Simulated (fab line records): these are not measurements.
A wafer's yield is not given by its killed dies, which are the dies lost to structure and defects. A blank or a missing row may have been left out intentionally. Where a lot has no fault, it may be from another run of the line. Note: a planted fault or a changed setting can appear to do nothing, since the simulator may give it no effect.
fab line records ; flow n5_finfet
record: lots: 6; wafers: 18; last_day: 17
route steps=1938 shown BEOL_M1@757 BEOL_M4@1111
lots untouched by any fault: they come from a run of this same line in which no faults occurred
start_h: hours from the record's opening day to when the first of the lot's shown wafers began ; wait_h: how many hours have passed since the lot's step before this one ; " as in the row above ; L1.1+2: several wafers, shown together as one row ; - value missing, or start not given ; * or withheld: withheld ; < > ~ a bound
route shown NAME@n: names a module that has steps shown in the file, with the first one's number in the route ; usual: average and standard deviation across the fault-free wafers ; same: alike in all rows ; chamber/n: place in a boat ; sites: each site's reading ; _std_site: the standard deviation of these ; _edge_site: outer sites' mean less inner sites' ; radius_mm: how far each site lies from the wafer's centre ; mask NAME#n: copy n ; behind: the most recent tool/chamber to have shaped the wafer ; hold: reason for holding the lot/hours on hold/outcome of the hold ; device: the transistor (n, p or np) that didn't switch ; end of line: tests run on the same wafers once the route is complete ; a step given without rows: its recipe and nothing more ; killed: dies lost to structure and defects at the first sort, not the wafer's yield ; map: a wafer's dies, marking killed ones x, the rest . and places with no die _
set.NAME: the run value of the setting; set.NAME@STEP: its run value at that earlier step ; model.NAME: the simulator's own value behind a step, which no gauge read
lots at some steps of the route; a table a step, a row a wafer
services: from which hour (start_h, from the record's first day; less than 0 if before it) a tool's chamber was out of use, for how many hours, and why
== steps ==
step: N5_BEOL_M1_COAT_73
recipe: resist: underlayer; temp_c: 205; time_s: 60; spin_rpm: 1500; resist_thk_nm: 5
step: N5_BEOL_M1_COAT_05
recipe: resist: CAR-EUV; spin_rpm: 1500; resist_thk_nm: 30
step: N5_BEOL_M1_EBR_07
recipe: solvent: PGMEA; ebr_width_mm: 1.5
step: N5_BEOL_M1_SOFTBAKE_06
recipe: temp_c: 110; time_s: 60; resist: CAR-EUV
step: N5_BEOL_M1_EXPOSE_08
recipe: mask_id: M1; na: 0.33; source_shape: dipole; sigma_inner: 0.369; sigma_outer: 0.767; polarization: unpolarized; dose_mj: 33
step: N5_BEOL_M1_PEB_09
recipe: peb_temp_c: 100; peb_time_s: 60; resist: CAR-EUV
step: N5_BEOL_M1_DEVELOP_10
recipe: develop_time_s: 30; developer: TMAH; resist: CAR-EUV; rinse_liquid: surfactant_rinse; dry: air_spin; dev_temp_c: 23
step: N5_BEOL_M1_CD_MEAS_11
recipe: target_cd_nm: 17.05; landing_energy_ev: 500; detector: se_inlens; polarity: opening
usual: cd_nm: 17.08/0.22
lot.wafer;tool;chamber;start_h;wait_h;cd_nm
L983.1;cd_sem-03;0;144.30;-;16.70
L983.2;cd_sem-03;0;144.30;-;17.08
L983.4;cd_sem-03;0;144.30;-;16.83
L985.1;cd_sem-01;0;149.83;-;17.20
L985.2;cd_sem-01;0;149.83;-;17.27
L985.3;cd_sem-01;0;149.83;-;16.61
L986.1;cd_sem-02;0;152.74;-;17.03
L986.2;cd_sem-02;0;152.74;-;16.89
L986.5;cd_sem-02;0;152.74;-;16.77
L987.1;cd_sem-01;0;165.39;-;17.34
L987.3;cd_sem-01;0;165.39;-;17.20
L987.6;cd_sem-01;0;165.39;-;16.89
L993.1;cd_sem-02;0;199.56;-;17.05
L993.2;cd_sem-02;0;199.56;-;16.72
L993.3;cd_sem-02;0;199.56;-;16.72
L998.4;cd_sem-02;0;226.29;-;17.10
L998.5;cd_sem-02;0;226.29;-;16.82
L998.6;cd_sem-02;0;226.29;-;16.76
step: N5_BEOL_M1_OVL_MEAS_12
recipe: points_per_wafer: 522
usual: M1_OVL: -0.1/0.64
lot.wafer;tool;chamber;start_h;wait_h;M1_OVL[nm]
L983.1;overlay-02;0;144.33;0.0;0.1
L983.2;overlay-02;0;144.33;0.0;-0.8
L983.4;overlay-02;0;144.33;0.0;0.1
L985.1;overlay-01;0;149.86;0.0;-0.4
L985.2;overlay-01;0;149.86;0.0;0.2
L985.3;overlay-01;0;149.86;0.0;-0.7
L986.1;overlay-02;0;152.78;0.0;-1.6
L986.2;overlay-02;0;152.78;0.0;-0.6
L986.5;overlay-02;0;152.78;0.0;-1.0
L987.1;overlay-01;0;165.42;0.0;-0.1
L987.3;overlay-01;0;165.42;0.0;-0.5
L987.6;overlay-01;0;165.42;0.0;0.0
L993.1;overlay-02;0;199.59;0.0;0.4
L993.2;overlay-02;0;199.59;0.0;0.5
L993.3;overlay-02;0;199.59;0.0;-0.7
L998.4;overlay-01;0;226.33;0.0;-0.4
L998.5;overlay-01;0;226.33;0.0;0.2
L998.6;overlay-01;0;226.33;0.0;-0.1
step: N5_BEOL_M1_INSPECT_13
recipe: mode: adi; inspect_instrument: brightfield
usual: raw_defect_count: 444/100
lot.wafer;tool;chamber;start_h;wait_h;raw_defect_count
L983.1;defect_inspect-01;-;144.39;0.1;373
L983.2;defect_inspect-01;-;144.39;0.1;463
L983.4;defect_inspect-01;-;144.39;0.1;422
L985.1;defect_inspect-01;-;149.92;0.1;361
L985.2;defect_inspect-01;-;149.92;0.1;394
L985.3;defect_inspect-01;-;149.92;0.1;466
L986.1;defect_inspect-02;-;152.84;0.1;603
L986.2;defect_inspect-02;-;152.84;0.1;446
L986.5;defect_inspect-02;-;152.84;0.1;554
L987.1;defect_inspect-01;-;165.48;0.1;465
L987.3;defect_inspect-01;-;165.48;0.1;400
L987.6;defect_inspect-01;-;165.48;0.1;457
L993.1;defect_inspect-02;-;199.65;0.1;366
L993.2;defect_inspect-02;-;199.65;0.1;511
L993.3;defect_inspect-02;-;199.65;0.1;382
L998.4;defect_inspect-02;-;226.37;0.0;528
L998.5;defect_inspect-02;-;226.37;0.0;634
L998.6;defect_inspect-02;-;226.37;0.0;550
step: N5_BEOL_M1_DESCUM_16
recipe: chemistry: O2; time_s: 7; source_power_w: 50; bias_power_w: 20; pressure_mtorr: 20; rf_frequency_hz: 2.712e+07; temp_c: 40; resist: CAR-EUV; o2_flow_sccm: 225
usual: drypump_motor_current_A: 5.84/0.27; oes_product_au: 0.77/0.086; rf_vpp_V: 243.4/1.3; showerhead_plenum_p_Torr: 2.11/0.058; throttle_valve_pct: 20.51/0.28
lot.wafer;tool;chamber;start_h;wait_h;drypump_motor_current_A;oes_product_au;rf_hours_counter_h;rf_vpp_V;showerhead_plenum_p_Torr;throttle_valve_pct
L983.1;rie_diel-02;1;144.48;0.1;6.33;0.75;154;244.6;2.17;20.24
L983.2;rie_diel-02;0;144.48;0.1;5.84;0.72;166;242.2;2.01;20.62
L983.4;rie_diel-02;2;144.48;0.1;5.45;0.73;-;245.3;2.16;20.53
L985.1;rie_diel-01;2;149.95;0.0;5.62;0.94;25;242.1;2.07;20.46
L985.2;rie_diel-01;3;149.95;0.0;5.57;0.72;181;241.9;2.09;20.32
L985.3;rie_diel-01;1;149.95;0.0;6.22;0.75;169;245.2;2.19;21.02
L986.1;rie_diel-02;3;152.87;0.0;5.80;0.71;224;243.3;2.14;20.58
L986.2;rie_diel-02;2;152.87;0.0;5.45;0.73;183;244.2;2.16;20.52
L986.5;rie_diel-02;1;152.87;0.0;6.32;0.76;-;243.9;2.17;20.26
L987.1;rie_diel-01;3;165.51;0.0;5.56;0.71;186;244.7;2.09;20.31
L987.3;rie_diel-01;2;165.51;0.0;5.62;0.93;30;241.9;2.06;20.48
L987.6;rie_diel-01;2;165.51;0.0;5.64;0.93;-;242.2;2.06;20.48
L993.1;rie_diel-02;0;199.95;0.3;5.83;0.72;180;241.8;2.01;20.65
L993.2;rie_diel-02;2;199.95;0.3;5.46;0.71;196;243.6;2.16;20.57
L993.3;rie_diel-02;1;199.95;0.3;6.34;0.73;168;245.1;2.16;20.26
L998.4;rie_diel-02;2;226.41;0.0;5.46;0.71;204;244.1;2.15;20.55
L998.5;rie_diel-02;0;226.41;0.0;5.82;0.71;-;241.3;2.00;20.67
L998.6;rie_diel-02;1;226.41;0.0;6.33;0.73;-;244.6;2.16;20.29
step: N5_BEOL_M1_ETCH_74
recipe: chemistry: N2/H2; target: underlayer; target_depth_a: 65; mask_material: CAR-EUV; time_s: 5.2; ion_energy_ev: 200; pressure_mtorr: 30; source_w: 840; bias_w: 150; n2_flow_sccm: 200; h2_flow_sccm: 200; ends: cleared
usual: bias_w: 150.0/0.46; chamber_pressure_mTorr: 30.00/0.04; drypump_motor_current_A: 5.85/0.27; etch_rf_on_time_s: 5.18/0.13; oes_product_au: 0.65/0.071; rf_vpp_V: 524.4/2.5; showerhead_plenum_p_Torr: 2.56/0.082; throttle_valve_pct: 17.94/0.28
lot.wafer;tool;chamber;start_h;wait_h;bias_w;chamber_pressure_mTorr;drypump_motor_current_A;etch_rf_on_time_s;oes_product_au;rf_hours_counter_h;rf_vpp_V;showerhead_plenum_p_Torr;throttle_valve_pct
L983.1;rie_diel-02;1;144.51;0.0;149.3;29.96;6.33;5.04;0.64;154;525.1;2.65;17.81
L983.2;rie_diel-02;0;144.51;0.0;149.3;30.01;5.85;5.20;0.61;166;518.1;2.43;17.92
L983.4;rie_diel-02;2;144.51;0.0;149.2;30.02;5.46;5.28;0.62;-;527.2;2.66;18.22
L985.1;rie_diel-01;2;149.99;0.0;150.3;30.07;5.66;5.20;0.79;25;523.1;2.49;17.72
L985.2;rie_diel-01;3;149.99;0.0;149.9;30.03;5.58;5.29;0.61;181;522.4;2.52;17.63
L985.3;rie_diel-01;1;149.99;0.0;149.5;29.94;6.23;5.35;0.62;169;526.4;2.64;18.33
L986.1;rie_diel-02;3;152.91;0.0;148.8;29.97;5.83;4.97;0.61;224;527.9;2.63;18.15
L986.2;rie_diel-02;2;152.91;0.0;149.8;29.99;5.47;5.35;0.61;183;526.9;2.66;18.23
L986.5;rie_diel-02;1;152.91;0.0;149.2;29.98;6.35;5.09;0.64;-;526.5;2.65;17.83
L987.1;rie_diel-01;3;165.55;0.0;150.3;30.00;5.58;5.14;0.62;186;524.8;2.52;17.63
L987.3;rie_diel-01;2;165.55;0.0;149.4;30.02;5.63;5.04;0.79;30;523.5;2.48;17.75
L987.6;rie_diel-01;2;165.55;0.0;150.0;29.92;5.64;5.03;0.79;-;522.1;2.48;17.74
L993.1;rie_diel-02;0;199.98;0.0;149.6;30.05;5.83;5.25;0.60;180;520.5;2.42;17.94
L993.2;rie_diel-02;2;199.98;0.0;150.3;30.02;5.45;5.28;0.60;196;527.2;2.66;18.25
L993.3;rie_diel-02;1;199.98;0.0;149.7;29.99;6.34;5.02;0.64;168;529.1;2.64;17.85
L998.4;rie_diel-02;2;226.44;0.0;149.5;30.03;5.47;5.18;0.61;204;528.0;2.65;18.23
L998.5;rie_diel-02;0;226.44;0.0;150.1;29.99;5.84;5.18;0.60;-;521.5;2.42;17.93
L998.6;rie_diel-02;1;226.44;0.0;150.0;29.97;6.34;5.05;0.63;-;526.3;2.64;17.83
step: N5_BEOL_M1_ETCH_63
recipe: chemistry: CF4; target: SiARC; target_depth_a: 156; mask_material: CAR-EUV; time_s: 26; ion_energy_ev: 80; pressure_mtorr: 40; source_w: 545; bias_w: 36; Ar_flow_sccm: 100; cf4_flow_sccm: 100; ends: cleared
usual: bias_w: 35.98/0.096; cf4_flow_sccm: 100.0/0.3; drypump_motor_current_A: 5.84/0.27; etch_rf_on_time_s: 25.9/0.59; oes_product_au: 0.66/0.072; rf_vpp_V: 184.3/1.1; showerhead_plenum_p_Torr: 2.15/0.066; throttle_valve_pct: 15.68/0.24
lot.wafer;tool;chamber;start_h;wait_h;bias_w;cf4_flow_sccm;drypump_motor_current_A;etch_rf_on_time_s;oes_product_au;rf_hours_counter_h;rf_vpp_V;showerhead_plenum_p_Torr;throttle_valve_pct;model.CAR-EUV_of_BEOL_M1_COAT_05.thk_nm
L983.1;rie_diel-02;1;144.53;0.0;-;-;-;-;-;-;-;-;-;20.2
L983.2;rie_diel-02;0;144.53;0.0;-;-;-;-;-;-;-;-;-;20.4
L983.4;rie_diel-02;2;144.53;0.0;-;-;-;-;-;-;-;-;-;20.4
L985.1;rie_diel-01;2;150.01;0.0;-;-;-;-;-;-;-;-;-;20.2
L985.2;rie_diel-01;3;150.01;0.0;-;-;-;-;-;-;-;-;-;20.2
L985.3;rie_diel-01;1;150.01;0.0;-;-;-;-;-;-;-;-;-;20.2
L986.1;rie_diel-02;3;152.92;0.0;36.23;99.5;5.84;25.0;0.61;224;184.5;2.20;15.88;11
L986.2;rie_diel-02;2;152.92;0.0;35.98;100.1;5.47;26.6;0.61;183;184.5;2.22;15.85;11.2
L986.5;rie_diel-02;1;152.92;0.0;36.10;100.0;6.33;25.3;0.64;-;183.9;2.23;15.62;11
L987.1;rie_diel-01;3;165.57;0.0;35.86;100.4;5.57;26.0;0.61;186;183.2;2.13;15.48;11.2
L987.3;rie_diel-01;2;165.57;0.0;35.92;100.1;5.62;25.1;0.79;30;181.9;2.08;15.39;11.2
L987.6;rie_diel-01;2;165.57;0.0;35.99;100.1;5.62;25.1;0.80;-;183.2;2.08;15.39;11.2
L993.1;rie_diel-02;0;200.00;0.0;35.78;100.1;5.80;26.1;0.61;180;183.6;2.03;15.67;11.2
L993.2;rie_diel-02;2;200.00;0.0;36.15;99.4;5.44;26.2;0.60;196;184.8;2.22;15.88;11.2
L993.3;rie_diel-02;1;200.00;0.0;36.10;100.0;6.32;25.3;0.63;168;184.5;2.23;15.65;11.2
L998.4;rie_diel-02;2;226.46;0.0;35.87;99.7;5.45;26.7;0.60;204;184.2;2.21;15.90;11.2
L998.5;rie_diel-02;0;226.46;0.0;36.13;100.1;5.83;26.4;0.60;-;184.4;2.03;15.71;11.2
L998.6;rie_diel-02;1;226.46;0.0;35.92;100.0;6.32;25.6;0.62;-;185.5;2.22;15.67;11.2
step: N5_BEOL_M1_ETCH_64
recipe: chemistry: N2/H2; target: SOC; target_depth_a: 750; overetch_a: 150; mask_material: SiARC; temp_c: 40; time_s: 112.5; ion_energy_ev: 200; pressure_mtorr: 30; source_w: 840; bias_w: 150; n2_flow_sccm: 200; h2_flow_sccm: 200
usual: bias_w: 150.1/0.46; chamber_pressure_mTorr: 29.99/0.031; drypump_motor_current_A: 5.85/0.27; oes_product_au: 0.61/0.065; rf_vpp_V: 524.4/2.3; showerhead_plenum_p_Torr: 2.56/0.082; throttle_valve_pct: 17.90/0.29
lot.wafer;tool;chamber;start_h;wait_h;bias_w;chamber_pressure_mTorr;drypump_motor_current_A;oes_product_au;rf_hours_counter_h;rf_vpp_V;showerhead_plenum_p_Torr;throttle_valve_pct
L983.1;rie_diel-02;1;144.56;0.0;149.8;30.04;6.34;0.28;154;527.3;2.65;17.75
L983.2;rie_diel-02;0;144.56;0.0;149.8;30.07;5.82;0.27;166;520.6;2.43;17.82
L983.4;rie_diel-02;2;144.56;0.0;149.5;29.97;5.45;0.27;-;526.1;2.66;18.12
L985.1;rie_diel-01;2;150.03;0.0;149.8;30.01;5.63;0.34;25;522.5;2.48;17.64
L985.2;rie_diel-01;3;150.03;0.0;150.8;30.00;5.56;0.27;181;524.2;2.52;17.54
L985.3;rie_diel-01;1;150.03;0.0;150.5;29.98;6.27;0.29;169;527.7;2.64;18.23
L986.1;rie_diel-02;3;152.95;0.0;149.9;30.04;5.76;0.55;224;527.0;2.63;18.11
L986.2;rie_diel-02;2;152.95;0.0;150.0;29.99;5.48;0.57;183;526.4;2.66;18.19
L986.5;rie_diel-02;1;152.95;0.0;150.2;29.97;6.34;0.59;-;525.9;2.65;17.78
L987.1;rie_diel-01;3;165.59;0.0;149.6;30.01;5.57;0.57;186;526.1;2.52;17.60
L987.3;rie_diel-01;2;165.59;0.0;150.8;29.97;5.62;0.72;30;523.9;2.48;17.70
L987.6;rie_diel-01;2;165.59;0.0;150.3;30.01;5.64;0.73;-;522.5;2.48;17.70
L993.1;rie_diel-02;0;200.03;0.0;150.1;29.98;5.84;0.57;180;522.9;2.42;17.90
L993.2;rie_diel-02;2;200.03;0.0;150.2;29.97;5.46;0.57;196;526.7;2.66;18.19
L993.3;rie_diel-02;1;200.03;0.0;149.8;29.93;6.32;0.58;168;528.2;2.64;17.80
L998.4;rie_diel-02;2;226.49;0.0;149.9;29.98;5.45;0.56;204;527.1;2.65;18.22
L998.5;rie_diel-02;0;226.49;0.0;150.1;29.98;5.85;0.57;-;521.0;2.42;17.90
L998.6;rie_diel-02;1;226.49;0.0;149.6;30.03;6.35;0.57;-;525.6;2.64;17.82
step: N5_BEOL_M1_STRIP_65
recipe: chemistry: N2/H2; temp_c: 40; n2_flow_sccm: 200; h2_flow_sccm: 200; rf_frequency_hz: 6e+07
step: N5_BEOL_M1_STRIP_75
recipe: chemistry: N2/H2; temp_c: 40; n2_flow_sccm: 200; h2_flow_sccm: 200; rf_frequency_hz: 6e+07
step: N5_BEOL_M1_STRIP_66
recipe: chemistry: CF4; resist: SiARC; power_w: 300; bias_power_w: 75; pressure_mtorr: 50; cf4_flow_sccm: 150; rf_frequency_hz: 6e+07
usual: drypump_motor_current_A: 5.84/0.27; oes_product_au: 0.76/0.081; power_w: 300.0/0.89; rf_vpp_V: 271.5/1.4; showerhead_plenum_p_Torr: 1.80/0.053; throttle_valve_pct: 13.65/0.24
lot.wafer;tool;chamber;start_h;wait_h;drypump_motor_current_A;oes_product_au;power_w;rf_hours_counter_h;rf_vpp_V;showerhead_plenum_p_Torr;throttle_valve_pct
L983.1;rie_diel-02;1;144.69;0.0;6.32;0.73;300.2;154;273.9;1.86;13.58
L983.2;rie_diel-02;0;144.69;0.0;5.84;0.72;301.3;166;270.7;1.71;13.65
L983.4;rie_diel-02;2;144.69;0.0;5.46;0.72;300.7;-;273.8;1.85;13.80
L985.1;rie_diel-01;2;150.16;0.0;5.60;0.91;300.7;25;272.1;1.74;13.31
L985.2;rie_diel-01;3;150.16;0.0;5.54;0.71;300.6;181;269.5;1.78;13.44
L985.3;rie_diel-01;1;150.16;0.0;6.27;0.74;300.4;169;272.3;1.86;13.99
L986.1;rie_diel-02;3;153.08;0.0;5.81;0.69;299.6;224;272.8;1.83;13.85
L986.2;rie_diel-02;2;153.08;0.0;5.45;0.72;299.8;183;272.6;1.85;13.81
L986.5;rie_diel-02;1;153.08;0.0;6.33;0.73;301.2;-;271.9;1.86;13.59
L987.1;rie_diel-01;3;165.72;0.0;5.56;0.71;300.1;186;269.1;1.78;13.44
L987.3;rie_diel-01;2;165.72;0.0;5.61;0.91;299.6;30;270.1;1.74;13.33
L987.6;rie_diel-01;2;165.72;0.0;5.61;0.90;300.2;-;271.4;1.74;13.31
L993.1;rie_diel-02;0;200.15;0.0;5.85;0.71;299.1;181;269.1;1.70;13.67
L993.2;rie_diel-02;2;200.15;0.0;5.44;0.71;299.2;196;273.7;1.84;13.83
L993.3;rie_diel-02;1;200.15;0.0;6.33;0.72;299.7;168;273.7;1.86;13.61
L998.4;rie_diel-02;2;226.61;0.0;5.44;0.71;298.6;204;272.0;1.84;13.84
L998.5;rie_diel-02;0;226.61;0.0;5.83;0.71;299.5;-;269.1;1.70;13.70
L998.6;rie_diel-02;1;226.61;0.0;6.30;0.71;300.4;-;271.5;1.86;13.64
step: N5_BEOL_M1_HM_OPEN_17
recipe: chemistry: Cl2/BCl3; target_depth_a: 200; overetch_a: 60; target: TiN; mask_material: SOC; ion_energy_ev: 150; pressure_mtorr: 10; icp_w: 1000; bias_w: 126; Cl2_flow_sccm: 53.25; bcl3_flow_sccm: 21.75; Ar_flow_sccm: 25
usual: drypump_motor_current_A: 5.9/0.39; oes_ar_750_au: 0.80/0.083; oes_product_au: 0.68/0.067; throttle_valve_pct: 22.13/0.22
lot.wafer;tool;chamber;start_h;wait_h;drypump_motor_current_A;oes_ar_750_au;oes_product_au;rf_hours_counter_h;throttle_valve_pct
L983.1;rie_metal-01;0;144.73;0.0;5.5;0.81;0.30;37;23.09
L983.2;rie_metal-01;1;144.73;0.0;6.6;0.82;0.32;17;22.77
L983.4;rie_metal-01;1;144.73;0.0;6.6;0.82;0.31;-;22.77
L985.1;rie_metal-02;1;150.20;0.0;5.6;0.71;0.27;70;22.75
L985.2;rie_metal-02;0;150.20;0.0;6.0;0.83;0.31;27;22.54
L985.3;rie_metal-02;0;150.20;0.0;6.0;0.83;0.31;-;22.54
L986.1;rie_metal-02;0;153.12;0.0;6.0;0.83;0.70;28;21.89
L986.2;rie_metal-02;1;153.12;0.0;5.6;0.72;0.60;71;22.11
L986.5;rie_metal-02;1;153.12;0.0;5.6;0.70;0.60;-;22.12
L987.1;rie_metal-03;0;165.76;0.0;6.0;0.62;0.53;128;22.41
L987.3;rie_metal-03;1;165.76;0.0;5.8;0.93;0.75;-;21.89
L987.6;rie_metal-03;1;165.76;0.0;5.8;0.92;0.75;-;21.87
L993.1;rie_metal-01;1;200.19;0.0;6.6;0.80;0.71;22;22.11
L993.2;rie_metal-01;0;200.19;0.0;5.5;0.80;0.67;41;22.45
L993.3;rie_metal-01;0;200.19;0.0;5.5;0.80;0.68;-;22.46
L998.4;rie_metal-01;1;226.69;0.1;6.6;0.80;0.71;-;22.12
L998.5;rie_metal-01;1;226.69;0.1;6.7;0.79;0.70;-;22.11
L998.6;rie_metal-01;0;226.69;0.1;5.5;0.80;0.68;-;22.45
step: N5_BEOL_M1_STRIP_19
recipe: chemistry: O2; power_w: 400; temp_c: 40; pressure_mtorr: 30; rf_frequency_hz: 6e+07; bias_power_w: 0; overash_fraction: 0.2; o2_flow_sccm: 225
usual: drypump_motor_current_A: 5.84/0.25; oes_product_au: 0.77/0.091; rf_vpp_V: 3.6/0.49; showerhead_plenum_p_Torr: 2.11/0.055; throttle_valve_pct: 16.76/0.25
lot.wafer;tool;chamber;start_h;wait_h;drypump_motor_current_A;oes_product_au;rf_hours_counter_h;rf_vpp_V;showerhead_plenum_p_Torr;throttle_valve_pct
L983.1;rie_diel-01;1;144.91;0.2;6.21;0.74;168;3.1;2.20;17.20
L983.2;rie_diel-01;3;144.91;0.2;5.55;0.73;179;3.7;2.10;16.58
L983.4;rie_diel-01;0;144.91;0.2;5.64;0.93;31;5.2;2.11;16.19
L985.1;rie_diel-06;0;150.31;0.1;5.83;0.93;12;3.1;2.07;16.51
L985.2;rie_diel-06;1;150.31;0.1;5.71;0.70;206;4.2;2.19;17.01
L985.3;rie_diel-06;2;150.31;0.1;6.02;0.74;162;3.9;2.08;16.58
L986.1;rie_diel-02;1;153.23;0.1;6.33;0.74;157;3.7;2.17;16.56
L986.2;rie_diel-02;0;153.23;0.1;5.85;0.71;169;3.6;2.02;16.85
L986.5;rie_diel-02;2;153.23;0.1;5.45;0.73;-;3.5;2.17;16.84
L987.1;rie_diel-06;2;165.87;0.1;5.98;0.73;167;3.8;2.08;16.59
L987.3;rie_diel-06;1;165.87;0.1;5.73;0.70;211;3.5;2.18;17.02
L987.6;rie_diel-06;0;165.87;0.1;5.87;0.92;-;4.2;2.07;16.51
L993.1;rie_diel-06;0;200.34;0.1;5.83;0.90;27;2.9;2.07;16.53
L993.2;rie_diel-06;1;200.34;0.1;5.72;0.69;220;3.2;2.18;17.02
L993.3;rie_diel-06;3;200.34;0.1;5.87;0.93;10;3.7;2.06;16.80
L998.4;rie_diel-06;3;226.77;0.1;5.90;0.90;17;3.3;2.06;16.81
L998.5;rie_diel-06;3;226.77;0.1;5.89;0.89;-;4.5;2.06;16.80
L998.6;rie_diel-06;2;226.77;0.1;5.96;0.72;-;4.2;2.07;16.62
step: N5_BEOL_M1_CD_MEAS_18
recipe: pitch_nm: 36; target_cd_nm: 18
usual: cd_nm: 18.1/0.32
lot.wafer;tool;chamber;start_h;wait_h;cd_nm
L983.1;cd_sem-01;-;144.98;0.0;-
L983.2;cd_sem-01;-;144.98;0.0;-
L983.4;cd_sem-01;-;144.98;0.0;-
L985.1;cd_sem-01;-;150.38;0.0;-
L985.2;cd_sem-01;-;150.38;0.0;-
L985.3;cd_sem-01;-;150.38;0.0;-
L986.1;cd_sem-03;-;153.30;0.0;18.2
L986.2;cd_sem-03;-;153.30;0.0;18.0
L986.5;cd_sem-03;-;153.30;0.0;18.1
L987.1;cd_sem-02;-;165.94;0.0;18.3
L987.3;cd_sem-02;-;165.94;0.0;18.2
L987.6;cd_sem-02;-;165.94;0.0;18.2
L993.1;cd_sem-02;-;200.41;0.0;18.5
L993.2;cd_sem-02;-;200.41;0.0;18.3
L993.3;cd_sem-02;-;200.41;0.0;18.2
L998.4;cd_sem-01;-;226.85;0.1;18.6
L998.5;cd_sem-01;-;226.85;0.1;18.1
L998.6;cd_sem-01;-;226.85;0.1;18.3
step: N5_BEOL_M1_COAT_67
recipe: resist: SOC; temp_c: 250; time_s: 60; spin_rpm: 1500; resist_thk_nm: 60
step: N5_BEOL_M4_RC_MEAS_101
usual: DIBL_N: 35.3/1.8; DIBL_P: 35.2/2.2; IOFF_N: 0.144/0.029; IOFF_P: 0.19/0.031; ION_N: 670/12; ION_P: 460/7.6; SS_N: 71.2/0.62; SS_P: 73.0/0.69; VT_N: 251/3.4; VT_P: -251.4/2.6
lot.wafer;tool;chamber;start_h;wait_h;DIBL_N[mV/V];DIBL_P[mV/V];IOFF_N[nA/um];IOFF_P[nA/um];ION_N[uA/um];ION_P[uA/um];SS_N[mV/dec];SS_P[mV/dec];VT_N[mV];VT_P[mV]
L986.1;prober-01;0;236.78;0.0;36.7;36.9;0.172;0.21;675;459;72.3;73.8;249;-252.4
L986.2;prober-01;0;236.78;0.0;34.8;34.8;0.139;0.17;663;445;71.6;73.3;253;-254.3
L986.5;prober-01;0;236.78;0.0;30.4;29.9;0.084;0.13;640;449;70.5;71.4;259;-255.8
L987.1;prober-02;0;237.24;0.0;32.6;32.2;0.105;0.16;652;460;69.8;72.3;251;-251.4
L987.3;prober-02;0;237.24;0.0;36.0;36.2;0.167;0.22;675;466;71.4;73.4;246;-249.7
L987.6;prober-02;0;237.24;0.0;34.3;34.3;0.132;0.18;679;472;71.6;72.6;249;-250.0
L993.1;prober-01;0;246.89;0.0;35.2;35.1;0.136;0.20;687;474;72.1;73.2;253;-251.8
L993.2;prober-01;0;246.89;0.0;36.1;36.6;0.165;0.22;683;465;71.6;73.4;248;-247.2
L993.3;prober-01;0;246.89;0.0;37.2;37.3;0.169;0.23;687;468;73.0;73.4;248;-251.0
L998.4;prober-01;0;306.57;0.5;35.6;35.2;0.147;0.20;671;461;71.0;72.5;251;-251.2
L998.5;prober-01;0;306.57;0.5;34.7;34.0;0.135;0.19;677;466;71.4;72.9;249;-251.4
L998.6;prober-01;0;306.57;0.5;33.9;32.9;0.112;0.17;658;460;71.1;72.0;255;-253.4
== services ==
tool;chamber;start_h;hours;kind
rie_diel-02;-;137.37;2.8;pm
rie_diel-02;3;140.90;6.3;repair
rie_metal-02;-;142.37;4.3;pm
rie_diel-06;3;143.08;-;clean
rie_diel-06;3;143.08;-;consumable_replace:focus_ring
rie_diel-06;3;143.08;25.0;scheduled_down
rie_diel-06;3;143.08;25.0;vent_cycle
rie_metal-02;1;154.91;5.4;repair
rie_metal-01;-;156.65;15.6;pm
rie_diel-02;-;174.85;0.5;repair
rie_diel-01;2;175.04;8.4;repair
rie_diel-02;1;176.31;7.1;repair
rie_diel-02;0;177.64;1.8;repair
rie_metal-02;-;192.13;0.8;repair
rie_diel-01;2;193.75;29.0;repair
rie_metal-02;-;196.48;1.2;repair
rie_metal-03;0;203.27;-;clean
rie_metal-03;0;203.27;22.5;scheduled_down
rie_metal-03;0;203.27;22.5;vent_cycle
== key ==
first_sign: step: N5_BEOL_M1_ETCH_63; reading: tool_record; direction: missing
effect: step: N5_BEOL_M1_ETCH_64; reading: oes_product_au; direction: down; sigmas: 4.9; usual: 0.61; struck: 0.29
effect: step: N5_BEOL_M1_HM_OPEN_17; reading: oes_product_au; direction: down; sigmas: 5.7; usual: 0.68; struck: 0.30
effect: step: N5_BEOL_M1_CD_MEAS_18; reading: cd_nm; direction: missing
model_effect: step: N5_BEOL_M1_ETCH_63; value: CAR-EUV_of_BEOL_M1_COAT_05.thk_nm; without: 11.1; struck: 20.27
met_at N5_BEOL_M1_ETCH_63
struck_wafers L983.1,L983.2,L983.4,L985.1,L985.2,L985.3
later_rows_left_out L983.1,L983.2,L983.4,L985.1,L985.2,L985.3
sort_left_out L983.1,L983.2,L983.4,L985.1,L985.2,L985.3
fault: kind: skipped_step_whole; tool: rie_diel-01,rie_diel-02; chamber: -; onset_h: 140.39; steps: N5_BEOL_M1_ETCH_63; scope: struck_lots_only
sort_left_out: the simulated sort isn't trusted on such a fault, so these wafers' sort isn't shown, and their yield isn't known
later_rows_left_out: the simulator's readings of these wafers behind a module that went badly wrong aren't trusted and aren't shown, but for the sort
